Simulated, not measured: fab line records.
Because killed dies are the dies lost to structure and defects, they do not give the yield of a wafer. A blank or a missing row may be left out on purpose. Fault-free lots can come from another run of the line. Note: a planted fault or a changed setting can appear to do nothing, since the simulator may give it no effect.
fab line records	flow nand-harc
record: lots: 24	wafers: 72	last-day: 24
route steps=1159 shown P_M2@348 P_BONDPAD@351 A_SOURCE_PLATE@416 A_CHANNEL_HOLE_D1@470
lots that met no fault: from a run of the same line without faults
start-h: start of the lot's first displayed wafer, in hours after the record's first day	wait-h: how many hours have passed since the lot's step before this one	" identical to the entry in the row above	L1.1+2: one row covering several wafers at once	- either no value or no given start	* or withheld: withheld	< > ~ a bound
route shown NAME@n: names a module that has steps shown in the file, with the first one's number in the route	usual: mean/standard deviation of fault-free wafers	same: alike in all rows	chamber/n: place in a boat	sites: the reading at each site	_std_site: how widely they spread, as a standard deviation	_edge_site: the outer-site mean with the inner-site mean subtracted	radius-mm: how far each site lies from the wafer's centre	mask NAME#n: copy n	behind: tool/chamber where the wafer was last shaped	hold: why the lot was held/for how many hours/how that ended	device: names the non-switching transistor (n, p or np)	end of line: at the end of the route, the tests of the same wafers	a step with no rows: only its recipe	killed: dies that structure and defects cost at the first sort, which is not the same as the wafer's yield	map: a wafer's dies, x killed, . not, _ none there
set.NAME: the setting as run; set.NAME@STEP: as run at that earlier step	model.NAME: the simulator's own value behind a step, which no gauge read
the route's steps for a sample of lots (tables are steps, rows are wafers)
services: the hour from which a tool's chamber was out of use, counted from the record's first day as start-h (under 0 if before that day), plus the number of hours and why
== steps ==
step: NHARC_P_M2_INSPECT_27
usual: raw-defect-count: 317/110
lot.wafer	tool	chamber	start-h	wait-h	raw-defect-count
L074.3	defect-inspect-02	-	130.13	0.0	221
L074.4	"	-	"	"	386
L074.6	"	-	"	"	276
L075.1	defect-inspect-01	-	139.23	0.0	273
L075.4	"	-	"	"	523
L075.6	"	-	"	"	284
L076.2	defect-inspect-02	-	139.92	0.0	176
L076.3	"	-	"	"	270
L076.6	"	-	"	"	201
L077.1	defect-inspect-01	-	148.96	0.0	204
L077.4	"	-	"	"	138
L077.6	"	-	"	"	150
L078.2	defect-inspect-02	-	150.65	0.0	342
L078.5	"	-	"	"	230
L078.6	"	-	"	"	247
L081.1	defect-inspect-01	-	166.02	0.0	346
L081.2	"	-	"	"	474
L081.5	"	-	"	"	391
L080.2	defect-inspect-01	-	167.23	0.0	523
L080.3	"	-	"	"	258
L080.5	"	-	"	"	447
L079.3	defect-inspect-02	-	168.45	0.0	401
L079.4	"	-	"	"	204
L079.6	"	-	"	"	270
L082.1	defect-inspect-02	-	173.88	0.0	311
L082.2	"	-	"	"	716
L082.4	"	-	"	"	352
L083.1	defect-inspect-01	-	177.46	0.0	450
L083.4	"	-	"	"	309
L083.5	"	-	"	"	421
L084.3	defect-inspect-01	-	182.64	0.0	335
L084.4	"	-	"	"	321
L084.6	"	-	"	"	205
L087.1	defect-inspect-01	-	203.16	0.0	289
L087.3	"	-	"	"	329
L087.5	"	-	"	"	380
L086.1	defect-inspect-02	-	204.15	0.0	318
L086.2	"	-	"	"	365
L086.4	"	-	"	"	256
L085.1	defect-inspect-02	-	224.34	0.0	356
L085.2	"	-	"	"	481
L085.5	"	-	"	"	238
L088.3	defect-inspect-02	-	225.67	0.0	372
L088.4	"	-	"	"	542
L088.6	"	-	"	"	487
L090.1	defect-inspect-01	-	232.19	0.0	433
L090.2	"	-	"	"	287
L090.6	"	-	"	"	512
L089.4	defect-inspect-01	-	232.89	0.0	194
L089.5	"	-	"	"	209
L089.6	"	-	"	"	234
L091.2	defect-inspect-02	-	233.88	0.0	223
L091.3	"	-	"	"	329
L091.6	"	-	"	"	296
L094.1	defect-inspect-02	-	241.63	0.0	289
L094.2	"	-	"	"	318
L094.4	"	-	"	"	243
L093.2	defect-inspect-01	-	243.55	0.0	314
L093.5	"	-	"	"	173
L093.6	"	-	"	"	292
L092.2	defect-inspect-02	-	243.93	0.0	361
L092.3	"	-	"	"	253
L092.6	"	-	"	"	314
L095.2	defect-inspect-02	-	256.68	0.0	333
L095.3	"	-	"	"	327
L095.4	"	-	"	"	296
L096.1	defect-inspect-01	-	257.59	0.0	200
L096.3	"	-	"	"	245
L096.4	"	-	"	"	181
L097.4	defect-inspect-01	-	265.96	0.0	333
L097.5	"	-	"	"	161
L097.6	"	-	"	"	201
step: NHARC_P_BONDPAD_DEP_00
recipe: target-thk-a: 2500	temp-c: 370	target-thk-nm: 250	pressure-torr: 3	flow-sccm: 200	rf-w: 450	material: SiCN
usual: heater-power-outer-w: 315/50	heater-power-w: 546/70
lot.wafer	tool	chamber	start-h	wait-h	heater-power-outer-w	heater-power-w
L074.3	pecvd-03	2	130.78	-	276	491
L074.4	"	1	"	"	253	475
L074.6	"	2	"	"	278	505
L075.1	pecvd-04	1	139.83	-	275	489
L075.6	"	1	"	"	287	496
L075.4	"	2	"	"	390	635
L076.2	pecvd-03	1	-	-	306	532
L076.3	"	0	"	"	326	579
L076.6	"	1	"	"	302	535
L077.1	pecvd-02	0	149.86	-	282	534
L077.4	"	2	"	"	316	580
L077.6	"	0	"	"	289	566
L078.2	pecvd-04	1	151.30	-	261	461
L078.5	"	0	"	"	302	485
L078.6	"	1	"	"	272	473
L081.2	pecvd-03	0	-	-	349	635
L081.1	"	1	"	"	311	546
L081.5	"	1	"	"	323	557
L080.2	pecvd-03	2	167.83	-	311	535
L080.3	"	0	"	"	352	604
L080.5	"	1	"	"	323	583
L079.3	pecvd-03	2	-	-	343	590
L079.6	"	0	"	"	266	519
L079.4	"	1	"	"	248	476
L082.1	pecvd-02	0	174.61	0.5	268	519
L082.2	"	2	"	"	313	594
L082.4	"	1	"	"	371	574
L083.1	pecvd-04	1	178.11	-	310	526
L083.5	"	0	"	"	251	433
L083.4	"	1	"	"	309	521
L084.3	pecvd-04	0	-	-	273	474
L084.6	"	0	"	"	288	481
L084.4	"	1	"	"	290	514
L087.1	pecvd-02	1	-	-	414	627
L087.3	"	2	"	"	329	606
L087.5	"	0	"	"	332	611
L086.2	pecvd-02	0	204.72	-	330	620
L086.1	"	2	"	"	246	518
L086.4	"	2	"	"	255	535
L085.1	pecvd-04	0	-	-	262	433
L085.2	"	1	"	"	311	510
L085.5	"	0	"	"	272	446
L088.3	pecvd-03	2	226.36	-	258	477
L088.4	"	0	"	"	313	560
L088.6	"	2	"	"	269	489
L090.1	pecvd-04	0	232.74	-	253	432
L090.2	"	2	"	"	366	630
L090.6	"	0	"	"	266	438
L089.6	pecvd-04	1	-	-	234	413
L089.5	"	2	"	"	410	686
L089.4	"	0	"	"	316	503
L091.2	pecvd-04	1	-	-	272	452
L091.3	"	2	"	"	407	651
L091.6	"	2	"	"	410	673
L094.1	pecvd-02	2	242.19	-	282	556
L094.2	"	1	"	"	409	622
L094.4	"	1	"	"	412	625
L093.2	pecvd-02	1	244.15	-	386	591
L093.6	"	0	"	"	343	617
L093.5	"	1	"	"	381	602
L092.3	pecvd-03	2	244.49	-	282	504
L092.2	"	1	"	"	273	510
L092.6	"	1	"	"	290	514
L095.3	pecvd-03	2	257.24	-	323	548
L095.2	"	0	"	"	278	526
L095.4	"	0	"	"	291	560
L096.3	pecvd-04	2	-	-	405	657
L096.1	"	0	"	"	307	495
L096.4	"	1	"	"	233	408
L097.4	pecvd-04	1	-	-	292	496
L097.5	"	2	"	"	396	651
L097.6	"	0	"	"	299	500
step: NHARC_P_BONDPAD_ETCH_37
recipe: target-depth-a: 600	overetch-a: 180	time-s: 65.91	ion-energy-ev: 200	n2-flow-sccm: 150	h2-flow-sccm: 150	ar-flow-sccm: 0	rf-w: 400	bias-w: 150	chemistry: N2/H2
usual: drypump-motor-current-A: 5.9/0.33	oes-product-au: 1.000/0.0087	rf-vpp-V: 431.6/2.5	showerhead-plenum-p-Torr: 2.08/0.09	throttle-valve-pct: 14.171/0.0086
lot.wafer	tool	chamber	start-h	wait-h	drypump-motor-current-A	oes-product-au	rf-hours-counter-h	rf-vpp-V	showerhead-plenum-p-Torr	throttle-valve-pct
L074.3	rie-diel-02	1	132.09	0.1	6.4	1.007	13	429.9	2.00	14.161
L074.4	"	3	"	"	6.1	0.998	8	434.1	2.17	14.175
L074.6	"	0	"	"	5.9	0.997	-	435.5	2.18	14.158
L075.4	rie-diel-02	3	141.32	0.1	6.1	1.000	9	435.1	2.17	14.183
L075.1	"	0	"	"	5.8	0.995	14	434.4	2.19	14.166
L075.6	"	1	"	"	6.4	1.004	-	429.4	2.00	14.187
L076.3	rie-diel-02	0	142.03	0.1	5.8	1.000	14	434.9	2.18	14.171
L076.2	"	2	"	"	5.7	0.994	13	429.5	1.98	14.167
L076.6	"	0	"	"	5.8	1.003	-	433.9	2.18	14.172
L077.4	rie-diel-07	0	151.26	0.1	5.5	1.020	35	431.5	2.07	14.172
L077.1	"	1	"	"	5.7	1.014	33	433.8	2.15	14.169
L077.6	"	0	"	"	5.5	1.021	-	432.0	2.07	14.173
L078.2	rie-diel-10	2	152.76	0.1	5.7	1.000	53	427.7	1.92	14.175
L078.5	"	0	"	"	5.3	0.996	-	430.6	2.08	14.180
L078.6	"	2	"	"	5.7	1.004	-	427.8	1.92	14.183
L081.1	rie-diel-02	3	168.12	0.1	6.1	0.994	2	433.9	2.16	14.186
L081.2	"	0	"	"	5.8	0.989	2	434.9	2.18	14.201
L081.5	"	2	"	"	5.7	1.009	-	430.5	1.98	14.176
L080.3	rie-diel-02	0	169.33	0.1	5.9	0.993	2	434.7	2.18	14.178
L080.2	"	2	"	"	5.7	0.977	2	428.3	1.98	14.175
L080.5	"	0	"	"	5.9	0.990	-	434.2	2.18	14.181
L079.4	rie-diel-02	0	170.70	0.1	5.8	0.987	2	434.9	2.18	14.163
L079.3	"	3	"	"	6.0	1.002	2	435.0	2.16	14.162
L079.6	"	1	"	"	6.4	0.999	-	428.9	2.00	14.166
L082.1	rie-diel-02	3	176.03	0.1	6.1	1.020	2	433.4	2.16	14.182
L082.2	"	0	"	"	5.8	0.991	2	435.1	2.18	14.154
L082.4	"	1	"	"	6.4	1.000	2	428.3	2.00	14.177
L083.4	rie-diel-07	0	179.59	0.2	5.6	1.022	47	431.9	2.07	14.177
L083.1	"	1	"	"	5.7	1.006	45	433.1	2.15	14.179
L083.5	"	1	"	"	5.6	0.999	-	432.8	2.15	14.158
L084.4	rie-diel-02	0	184.68	0.1	5.8	0.995	3	434.4	2.18	14.170
L084.3	"	3	"	"	6.1	1.003	3	434.3	2.16	14.160
L084.6	"	1	"	"	6.3	1.003	-	428.8	2.00	14.160
L087.3	rie-diel-10	3	205.10	0.1	5.4	0.996	5	432.6	2.09	14.168
L087.1	"	1	"	"	5.3	0.999	6	434.8	2.14	14.181
L087.5	"	0	"	"	5.4	1.001	-	431.8	2.07	14.153
L086.1	rie-diel-02	2	206.25	0.1	5.7	1.001	5	428.5	1.98	14.184
L086.4	"	3	"	"	6.1	1.004	5	433.5	2.16	14.166
L086.2	"	0	"	"	5.8	1.000	5	434.2	2.18	14.154
L085.2	rie-diel-02	1	226.41	0.1	6.4	1.021	7	430.1	1.99	14.170
L085.1	"	2	"	"	5.7	1.016	8	427.9	1.98	14.160
L085.5	"	0	"	"	5.8	0.998	-	434.9	2.18	14.168
L088.3	rie-diel-02	1	227.80	0.1	6.4	1.005	7	429.9	1.99	14.168
L088.4	"	2	"	"	5.7	0.994	8	430.5	1.98	14.174
L088.6	"	0	"	"	5.8	0.990	-	433.7	2.18	14.182
L090.1	rie-diel-02	1	234.19	0.1	6.4	1.011	8	429.2	1.99	14.170
L090.2	"	0	"	"	5.8	0.989	8	434.8	2.18	14.177
L090.6	"	2	"	"	5.7	0.998	-	428.7	1.98	14.169
L089.4	rie-diel-02	2	234.89	0.1	5.7	0.999	9	429.3	1.98	14.167
L089.6	"	2	"	"	5.7	1.002	-	428.6	1.98	14.173
L089.5	"	3	"	"	6.0	1.010	-	433.9	2.16	14.161
L091.3	rie-diel-02	2	236.01	0.1	5.7	1.000	9	428.7	1.98	14.177
L091.2	"	0	"	"	5.8	0.989	8	432.9	2.18	14.162
L091.6	"	2	"	"	5.7	0.999	-	429.0	1.98	14.186
L094.2	rie-diel-02	2	243.72	0.1	5.7	1.005	10	429.9	1.98	14.175
L094.1	"	0	"	"	5.8	1.007	9	432.7	2.18	14.177
L094.4	"	1	"	"	6.4	1.004	9	429.2	1.99	14.160
L093.2	rie-diel-02	2	245.51	0.1	5.7	0.998	10	429.9	1.98	14.163
L093.6	"	1	"	"	6.4	0.994	-	429.1	1.99	14.177
L093.5	"	2	"	"	5.7	0.998	-	428.7	1.98	14.181
L092.2	rie-diel-02	0	246.01	0.1	5.8	0.996	9	435.2	2.18	14.168
L092.3	"	2	"	"	5.7	1.007	10	428.6	1.98	14.173
L092.6	"	0	"	"	5.8	0.992	-	434.4	2.18	14.173
L095.4	rie-diel-02	3	259.11	0.3	6.1	1.006	12	433.7	2.16	14.176
L095.2	"	0	"	"	5.8	0.990	11	434.5	2.18	14.167
L095.3	"	1	"	"	6.4	1.002	11	429.2	1.99	14.155
L096.1	rie-diel-02	3	259.56	0.1	6.1	1.016	12	432.5	2.16	14.191
L096.3	"	0	"	"	5.8	0.994	11	433.7	2.18	14.165
L096.4	"	1	"	"	6.4	1.001	11	429.8	1.99	14.166
L097.4	rie-diel-10	1	268.26	0.1	5.4	1.008	32	432.3	2.13	14.171
L097.5	"	2	"	"	5.7	1.008	-	428.3	1.90	14.174
L097.6	"	3	"	"	5.4	1.007	-	430.7	2.08	14.171
step: NHARC_P_BONDPAD_PRE_CLEAN_26
recipe: time-s: 30	temp-c: 280	gas: H2/He
usual: heater-power-w: 431/50
lot.wafer	tool	chamber	start-h	wait-h	heater-power-w
L074.3	pvd-sputter-01	-	-	-	441
L074.4	"	-	"	"	405
L074.6	"	-	"	"	449
L075.4	pvd-sputter-01	-	-	-	457
L075.1	"	-	"	"	403
L075.6	"	-	"	"	432
L076.2	pvd-sputter-03	-	-	-	381
L076.3	"	-	"	"	376
L076.6	"	-	"	"	382
L077.4	pvd-sputter-03	-	-	-	535
L077.1	"	-	"	"	372
L077.6	"	-	"	"	539
L078.2	pvd-sputter-02	-	-	-	459
L078.5	"	-	"	"	452
L078.6	"	-	"	"	440
L081.2	pvd-sputter-03	-	-	-	384
L081.1	"	-	"	"	438
L081.5	"	-	"	"	384
L080.2	pvd-sputter-02	-	-	-	336
L080.3	"	-	"	"	443
L080.5	"	-	"	"	336
L079.3	pvd-sputter-02	-	-	-	456
L079.4	"	-	"	"	340
L079.6	"	-	"	"	447
L082.2	pvd-sputter-01	-	-	-	438
L082.4	"	-	"	"	403
L082.1	"	-	"	"	440
L083.4	pvd-sputter-02	-	-	-	457
L083.1	"	-	"	"	456
L083.5	"	-	"	"	338
L084.4	pvd-sputter-03	-	-	-	439
L084.3	"	-	"	"	392
L084.6	"	-	"	"	440
L087.1	pvd-sputter-03	-	-	-	377
L087.3	"	-	"	"	531
L087.5	"	-	"	"	387
L086.4	pvd-sputter-03	-	-	-	384
L086.1	"	-	"	"	445
L086.2	"	-	"	"	554
L085.1	pvd-sputter-03	-	-	-	534
L085.2	"	-	"	"	375
L085.5	"	-	"	"	439
L088.3	pvd-sputter-03	-	-	-	448
L088.4	"	-	"	"	543
L088.6	"	-	"	"	386
L090.1	pvd-sputter-02	-	-	-	350
L090.2	"	-	"	"	442
L090.6	"	-	"	"	466
L089.4	pvd-sputter-01	-	-	-	416
L089.6	"	-	"	"	392
L089.5	"	-	"	"	451
L091.2	pvd-sputter-01	-	-	-	429
L091.3	"	-	"	"	400
L091.6	"	-	"	"	416
L094.1	pvd-sputter-01	-	-	-	417
L094.2	"	-	"	"	394
L094.4	"	-	"	"	440
L093.2	pvd-sputter-01	-	-	-	446
L093.5	"	-	"	"	434
L093.6	"	-	"	"	442
L092.3	pvd-sputter-03	-	-	-	536
L092.2	"	-	"	"	381
L092.6	"	-	"	"	537
L095.4	pvd-sputter-02	-	-	-	485
L095.3	"	-	"	"	449
L095.2	"	-	"	"	346
L096.3	pvd-sputter-02	-	-	-	455
L096.4	"	-	"	"	465
L096.1	"	-	"	"	343
L097.4	pvd-sputter-01	-	-	-	407
L097.5	"	-	"	"	443
L097.6	"	-	"	"	437
step: NHARC_A_SOURCE_PLATE_THK_MEAS_09
recipe: thk-meas-gauge: ellipsometry
usual: thk-nm: 9.8/1
lot.wafer	tool	chamber	start-h	wait-h	thk-nm
L074.3	film-metro-02	-	144.84	0.4	8.3
L074.4	"	-	"	"	8.3
L074.6	"	-	"	"	10.7
L075.1	film-metro-02	-	154.48	0.4	10.7
L075.4	"	-	"	"	10.1
L075.6	"	-	"	"	10.5
L076.2	film-metro-01	-	154.48	0.4	9.9
L076.3	"	-	"	"	9.9
L076.6	"	-	"	"	9.8
L078.2	film-metro-01	-	164.20	0.4	9.2
L078.5	"	-	"	"	9.6
L078.6	"	-	"	"	8.8
L077.1	film-metro-02	-	164.21	0.4	10.4
L077.4	"	-	"	"	10.5
L077.6	"	-	"	"	11.3
L081.1	film-metro-02	-	181.31	0.4	10.7
L081.2	"	-	"	"	9.4
L081.5	"	-	"	"	9.4
L080.2	film-metro-01	-	181.31	0.4	9.5
L080.3	"	-	"	"	11.1
L080.5	"	-	"	"	8.4
L079.3	film-metro-01	-	181.31	0.4	9.3
L079.4	"	-	"	"	9.6
L079.6	"	-	"	"	8.6
L082.1	film-metro-01	-	189.03	0.4	9.5
L082.2	"	-	"	"	10.7
L082.4	"	-	"	"	9.6
L083.1	film-metro-01	-	192.78	0.4	12.3
L083.4	"	-	"	"	9.1
L083.5	"	-	"	"	8.5
L084.3	film-metro-02	-	200.02	0.4	8.9
L084.4	"	-	"	"	8.8
L084.6	"	-	"	"	9.9
L087.1	film-metro-02	-	217.86	0.4	10.0
L087.3	"	-	"	"	11.1
L087.5	"	-	"	"	9.7
L086.1	film-metro-01	-	217.86	0.4	8.8
L086.2	"	-	"	"	8.7
L086.4	"	-	"	"	11.6
L085.1	film-metro-02	-	239.38	0.4	10.2
L085.2	"	-	"	"	9.3
L085.5	"	-	"	"	9.1
L088.3	film-metro-01	-	239.38	0.4	10.0
L088.4	"	-	"	"	9.0
L088.6	"	-	"	"	9.6
L090.1	film-metro-01	-	246.94	0.4	9.5
L090.2	"	-	"	"	9.9
L090.6	"	-	"	"	10.3
L091.2	film-metro-01	-	246.96	0.4	8.5
L091.3	"	-	"	"	9.8
L091.6	"	-	"	"	10.0
L089.4	film-metro-02	-	246.97	0.4	9.1
L089.5	"	-	"	"	10.7
L089.6	"	-	"	"	8.5
L094.1	film-metro-01	-	256.43	0.4	9.5
L094.2	"	-	"	"	11.7
L094.4	"	-	"	"	9.3
L093.2	film-metro-02	-	256.43	0.4	10.3
L093.5	"	-	"	"	10.6
L093.6	"	-	"	"	11.3
L092.2	film-metro-01	-	256.43	0.4	8.5
L092.3	"	-	"	"	10.1
L092.6	"	-	"	"	9.9
L096.1	film-metro-01	-	271.63	0.4	9.6
L096.3	"	-	"	"	10.9
L096.4	"	-	"	"	8.8
L095.2	film-metro-02	-	271.63	0.4	9.3
L095.3	"	-	"	"	9.1
L095.4	"	-	"	"	10.8
L097.4	film-metro-02	-	281.42	0.4	8.6
L097.5	"	-	"	"	8.7
L097.6	"	-	"	"	10.4
step: NHARC_A_CHANNEL_HOLE_D1_CD_MEAS_18
usual: cd-nm: 99.4/2.1
lot.wafer	tool	chamber	start-h	wait-h	cd-nm
L074.3	cd-sem-03	-	175.68	-	100.6
L074.4	"	-	"	"	102.3
L074.6	"	-	"	"	100.5
L076.2	cd-sem-03	-	187.04	-	101.1
L076.3	"	-	"	"	98.5
L076.6	"	-	"	"	102.5
L075.1	cd-sem-02	-	187.21	-	100.4
L075.4	"	-	"	"	95.6
L075.6	"	-	"	"	99.1
L078.2	cd-sem-03	-	196.38	-	100.0
L078.5	"	-	"	"	99.6
L078.6	"	-	"	"	99.5
L077.1	cd-sem-02	-	196.61	-	100.9
L077.4	"	-	"	"	100.8
L077.6	"	-	"	"	96.2
L080.2	cd-sem-02	-	213.96	-	99.7
L080.3	"	-	"	"	99.8
L080.5	"	-	"	"	97.5
L081.1	cd-sem-02	-	214.12	-	101.5
L081.2	"	-	"	"	98.1
L081.5	"	-	"	"	101.6
L079.3	cd-sem-01	-	214.56	-	98.1
L079.4	"	-	"	"	96.3
L079.6	"	-	"	"	95.6
L083.1	cd-sem-02	-	220.98	-	100.4
L083.4	"	-	"	"	98.5
L083.5	"	-	"	"	98.3
L082.1	cd-sem-01	-	221.57	-	96.6
L082.2	"	-	"	"	100.3
L082.4	"	-	"	"	99.0
L084.3	cd-sem-02	-	231.43	-	97.6
L084.4	"	-	"	"	97.3
L084.6	"	-	"	"	97.1
L087.1	cd-sem-01	-	248.47	-	98.6
L087.3	"	-	"	"	99.1
L087.5	"	-	"	"	99.3
L086.1	cd-sem-01	-	248.63	-	95.9
L086.2	"	-	"	"	102.6
L086.4	"	-	"	"	100.3
L085.1	cd-sem-03	-	272.94	-	101.5
L085.2	"	-	"	"	98.9
L085.5	"	-	"	"	99.9
L088.3	cd-sem-01	-	273.15	-	105.3
L088.4	"	-	"	"	101.3
L088.6	"	-	"	"	98.3
L091.2	cd-sem-02	-	279.44	-	98.9
L091.3	"	-	"	"	93.9
L091.6	"	-	"	"	103.7
L090.1	cd-sem-01	-	279.79	-	103.3
L090.2	"	-	"	"	98.3
L090.6	"	-	"	"	99.1
L089.4	cd-sem-01	-	280.63	-	102.4
L089.5	"	-	"	"	100.3
L089.6	"	-	"	"	101.1
L092.2	cd-sem-03	-	287.57	-	98.8
L092.3	"	-	"	"	98.1
L092.6	"	-	"	"	102.2
L093.2	cd-sem-03	-	289.41	-	100.4
L093.5	"	-	"	"	101.2
L093.6	"	-	"	"	100.0
L094.1	cd-sem-02	-	289.76	-	98.8
L094.2	"	-	"	"	97.3
L094.4	"	-	"	"	95.8
L096.1	cd-sem-02	-	305.32	-	97.7
L096.3	"	-	"	"	97.2
L096.4	"	-	"	"	99.1
L095.2	cd-sem-02	-	307.35	-	99.4
L095.3	"	-	"	"	99.3
L095.4	"	-	"	"	100.8
L097.4	cd-sem-01	-	314.44	-	98.6
L097.5	"	-	"	"	98.3
L097.6	"	-	"	"	99.9
== services ==
tool	chamber	start-h	hours	kind
pecvd-03	-	111.00	13.0	pm
rie-diel-07	3	112.13	6.7	repair
pecvd-03	2	125.43	4.9	repair
rie-diel-02	0	129.94	-	clean
rie-diel-02	1	129.94	-	clean
pecvd-03	2	141.84	4.6	repair
rie-diel-02	-	150.71	9.0	pm
rie-diel-10	1	152.61	8.9	repair
pecvd-02	-	153.53	13.0	pm
pecvd-04	1	153.72	23.2	repair
pvd-sputter-01	-	158.02	10.0	pm
rie-diel-10	-	174.08	0.2	repair
rie-diel-10	-	176.50	9.0	pm
pecvd-03	-	189.66	0.6	repair
pecvd-04	-	195.42	13.0	pm
pvd-sputter-02	-	210.87	8.0	repair
pvd-sputter-02	-	218.88	10.0	pm
pecvd-02	-	219.77	1.0	repair
rie-diel-02	3	222.69	4.1	repair
rie-diel-07	-	228.25	9.0	pm
rie-diel-07	-	245.11	0.2	repair
pvd-sputter-03	-	249.30	1.1	repair
pvd-sputter-02	-	252.39	4.0	repair
pvd-sputter-02	-	266.45	7.2	repair
== key ==
fault none
